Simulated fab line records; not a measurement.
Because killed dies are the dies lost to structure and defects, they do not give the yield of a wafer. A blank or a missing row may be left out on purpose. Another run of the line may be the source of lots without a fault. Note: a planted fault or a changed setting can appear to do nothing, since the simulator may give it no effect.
Which tool was responsible?    flow n5Finfet    12 lots, 32 wafers sampled, at 5 steps of a route of 1938

WHAT EACH GAUGE READ, for each wafer
N5_BEOL_M12_RS_MEAS_54: a four-point-probe measurement. Usual: M12_RS 0.0601 ohm/sq, standard deviation 0.00099.
lot   measured      on            M12_RS (ohm/sq)       flag
L636  day 12 17:24  filmMetro-01  0.0608 0.0609 0.0621  
L637  day 12 21:26  filmMetro-02  0.0616 0.0600         
L641  day 13 22:19  filmMetro-02  0.0597 0.0585 0.0590  
L642  day 14 05:47  filmMetro-02  0.0598 0.0615 0.0610  
L643  day 14 06:27  filmMetro-02  0.0592 0.0589 0.0597  
L644  day 14 14:17  filmMetro-01  0.0598 0.0602 0.0592  
L645  day 15 07:40  filmMetro-02  0.0596 0.0594         
L646  day 15 12:53  filmMetro-02  0.0585 0.0608 0.0591  
L649  day 15 18:41  filmMetro-01  0.0587 0.0614 0.0604  
L648  day 16 00:50  filmMetro-02  0.0603 0.0593         
L650  day 16 16:46  filmMetro-02  0.0601 0.0608         
L656  day 18 13:07  filmMetro-01  0.0614 0.0602 0.0600  

TOOL THAT RAN EACH LOT (tool first, then ch and the chambers of the sampled wafers, then the start)
lot   N5_BEOL_M12_DEGAS_41         N5_BEOL_M12_SPUTTER_43       N5_BEOL_M12_CMP_49             N5_BEOL_M12_DEP_53
L636  pvdSputter-02, day 12 16:10  pvdSputter-02, day 12 16:14  cmp-04 ch 2,3, day 12 16:59    pecvd-03 ch 0,1,2, day 12 17:20
L637  pvdSputter-01, day 12 20:13  pvdSputter-01, day 12 20:18  cmp-01 ch 0,1, day 12 21:01    pecvd-01 ch 0,2, day 12 21:23
L641  pvdSputter-01, day 13 21:06  pvdSputter-01, day 13 21:11  cmp-04 ch 0,2, day 13 21:54    pecvd-04 ch 0,1,2, day 13 22:16
L642  pvdSputter-03, day 14 04:33  pvdSputter-03, day 14 04:38  cmp-03 ch 0,1, day 14 05:22    pecvd-01 ch 0,1,2, day 14 05:43
L643  pvdSputter-02, day 14 04:59  pvdSputter-02, day 14 05:04  cmp-03 ch 0,1,3, day 14 06:04  pecvd-04 ch 0,1,2, day 14 06:23
L644  pvdSputter-02, day 14 13:04  pvdSputter-02, day 14 13:09  cmp-01 ch 1,2, day 14 13:55    pecvd-01 ch 0,1,2, day 14 14:14
L645  pvdSputter-01, day 15 06:26  pvdSputter-01, day 15 06:31  cmp-03 ch 0,1, day 15 07:14    pecvd-04 ch 0, day 15 07:35
L646  pvdSputter-02, day 15 11:40  pvdSputter-02, day 15 11:45  cmp-03 ch 0,1,3, day 15 12:31  pecvd-01 ch 0,1,2, day 15 12:50
L649  pvdSputter-01, day 15 17:27  pvdSputter-01, day 15 17:32  cmp-01 ch 0,1,2, day 15 18:15  pecvd-03 ch 0,1, day 15 18:36
L648  pvdSputter-01, day 15 23:37  pvdSputter-01, day 15 23:41  cmp-01 ch 1, day 16 00:25      pecvd-04 ch 1,2, day 16 00:46
L650  pvdSputter-01, day 16 14:52  pvdSputter-01, day 16 14:57  cmp-01 ch 0,1, day 16 16:22    pecvd-04 ch 0, day 16 16:41
L656  pvdSputter-03, day 18 11:54  pvdSputter-03, day 18 11:59  cmp-03 ch 0,1,3, day 18 12:42  pecvd-03 ch 0,1,2, day 18 13:04
- N5_BEOL_M12_DEGAS_41: time 60 s.
- N5_BEOL_M12_SPUTTER_43: material TaN, target thk 15 nm, time 24.19 s.
- N5_BEOL_M12_CMP_49: polishes, stops on SiOC, t overpolish 20.6 s, target thk 320 nm.
- N5_BEOL_M12_DEP_53: deposits SiCN from 3MS/NH3, target thk 30 nm, time 10.5 s.

WHAT THE TOOLS THEMSELVES READ (means of the sampled wafers that have a number; where no wafer has one, the mark that the record gives instead)
N5_BEOL_M12_DEGAS_41. Usual: heaterPowerW at 347 W, with a standard deviation of 41.
lot   tool           heaterPowerW (W)  flag
L636  pvdSputter-02  334               
L637  pvdSputter-01  372               
L641  pvdSputter-01  360               
L642  pvdSputter-03  345               
L643  pvdSputter-02  347               
L644  pvdSputter-02  333               
L645  pvdSputter-01  381               
L646  pvdSputter-02  375               
L649  pvdSputter-01  352               
L648  pvdSputter-01  337               
L650  pvdSputter-01  375               
L656  pvdSputter-03  319               

N5_BEOL_M12_SPUTTER_43. Usual: throttleValvePct at 30.1 %, with a standard deviation of 0.94.
lot   tool           throttleValvePct (%)  flag
L636  pvdSputter-02  30.8                  
L637  pvdSputter-01  29.5                  
L641  pvdSputter-01  30.3                  
L642  pvdSputter-03  29.1                  
L643  pvdSputter-02  30.4                  
L644  pvdSputter-02  29.6                  
L645  pvdSputter-01  29.5                  
L646  pvdSputter-02  30.3                  
L649  pvdSputter-01  30.2                  
L648  pvdSputter-01  31.0                  
L650  pvdSputter-01  29.5                  
L656  pvdSputter-03  30.5                  

N5_BEOL_M12_CMP_49. Usual: barrierFieldEndpointS 30.4 s, standard deviation 0.72; clearingPlatenDownForcePsi 1.4997 psi, standard deviation 0.003; motorCurrentA 6.1 A, standard deviation 0.71.
lot   tool    barrierFieldEndpointS (s)  clearingPlatenDownForcePsi (psi)  motorCurrentA (A)  flag
L636  cmp-04  31.3                       1.4984                            6.5                
L637  cmp-01  30.3                       1.4972                            6.3                
L641  cmp-04  30.8                       1.5015                            6.1                
L642  cmp-03  30.5                       1.5005                            5.8                
L643  cmp-03  30.2                       1.4993                            6.1                
L644  cmp-01  30.2                       1.4991                            5.7                
L645  cmp-03  30.8                       1.5000                            5.8                
L646  cmp-03  30.2                       1.4984                            6.2                
L649  cmp-01  29.7                       1.4980                            6.3                
L648  cmp-01  33.0                       1.5054                            6.1                OFF
L650  cmp-01  33.4                       1.5017                            6.8                OFF
L656  cmp-03  30.2                       1.4995                            6.3                

N5_BEOL_M12_DEP_53. Usual: showerheadPlenumPTorr 4.162 Torr, standard deviation 0.026; throttleValvePct 18.7 %, standard deviation 0.72.
lot   tool      showerheadPlenumPTorr (Torr)  throttleValvePct (%)  flag
L636  pecvd-03  4.160                         18.7                  
L637  pecvd-01  4.146                         18.7                  
L641  pecvd-04  4.164                         18.5                  
L642  pecvd-01  4.152                         18.8                  
L643  pecvd-04  4.161                         18.4                  
L644  pecvd-01  4.153                         18.9                  
L645  pecvd-04  4.182                         19.6                  
L646  pecvd-01  4.153                         18.8                  
L649  pecvd-03  4.154                         18.9                  
L648  pecvd-04  4.159                         18.1                  
L650  pecvd-04  4.193                         19.5                  
L656  pecvd-03  4.159                         18.8                  

THE ANSWER, worked out from the rows above alone
Rule: a lot is off if the mean of its wafers that have a number lies more than 3 standard deviations from the usual mean. Also off: a lot with no number at a reading for which 4 or more lots have one. All remaining lots with rows at the step are treated as sound. After the gauges, taken in route order, come the tools' own readings; for these a lot's mean is taken, as printed above. The first step at which some lot is off is used, and at that step the reading that is off furthest; a lot without a number counts as furthest.
Off: L648, L650 (N5_BEOL_M12_CMP_49, barrierFieldEndpointS).
If a tool, at that step or one of the process steps before it, ran each lot that is off and ran no sound lot following the first of them, it fits. Undecided on this evidence; 2 tools fit (pvdSputter-01 at N5_BEOL_M12_DEGAS_41 and N5_BEOL_M12_SPUTTER_43, cmp-01 at N5_BEOL_M12_CMP_49).

WHAT THE SIMULATOR PUT IN
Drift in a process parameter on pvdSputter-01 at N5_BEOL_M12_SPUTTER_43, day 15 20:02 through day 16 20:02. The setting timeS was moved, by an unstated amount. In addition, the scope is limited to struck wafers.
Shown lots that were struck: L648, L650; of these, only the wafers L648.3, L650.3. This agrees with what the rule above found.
